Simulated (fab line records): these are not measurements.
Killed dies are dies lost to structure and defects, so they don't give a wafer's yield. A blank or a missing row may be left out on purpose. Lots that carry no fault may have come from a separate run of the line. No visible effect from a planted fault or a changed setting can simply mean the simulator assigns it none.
Chamber matching | flow n5Finfet | 4 sister chambers for N5_STI_FIN_REVEAL_ALD_14 on aldSin-01
The step deposits Si3N4, target thk 3 nm. 4 wafers are shown with their chamber, then 8 later ones without.

== EACH WAFER AND ITS CHAMBER ==
wafer  | chamber | heaterPowerW (W)
L074.6 | 0       | 849
L086.3 | 3       | 978
L086.5 | 1       | 841
L091.1 | 2       | 896

== WAFERS WITHOUT THEIR CHAMBER ==
wafer  | heaterPowerW (W)
L091.3 | 857
L091.6 | 966
L094.1 | 890
L094.5 | 833
L094.6 | 895
L096.1 | 879
L096.3 | 896
L096.6 | 994

== WHICH CHAMBER EACH WENT THROUGH ==
wafer  | from the rows above     | in truth
L091.3 | can't be placed: 0 or 1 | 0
L091.6 | 3                       | 3
L094.1 | 2                       | 2
L094.5 | can't be placed: 1 or 0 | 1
L094.6 | 2                       | 2
L096.1 | can't be placed: 2 or 0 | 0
L096.3 | 2                       | 2
L096.6 | 3                       | 3
Correctly placed: 5 of 8. Not placeable from these rows: 3 (in 3, the candidates include the true chamber). Wrongly placed: 0.
How it was worked out, from the rows above alone: a wafer's distance from a chamber is the root of the sum, over the readings, of the square of ((its reading less the chamber's mean) divided by the reading's scatter). The wafer belongs to the nearest chamber; if the next one is less than 2 further off, it can't be placed. Each chamber's mean is taken over the wafers shown for it. The scatter (one wafer shown for each chamber): square how far every hidden wafer sits from the nearest shown wafer, average those squares and take the square root.
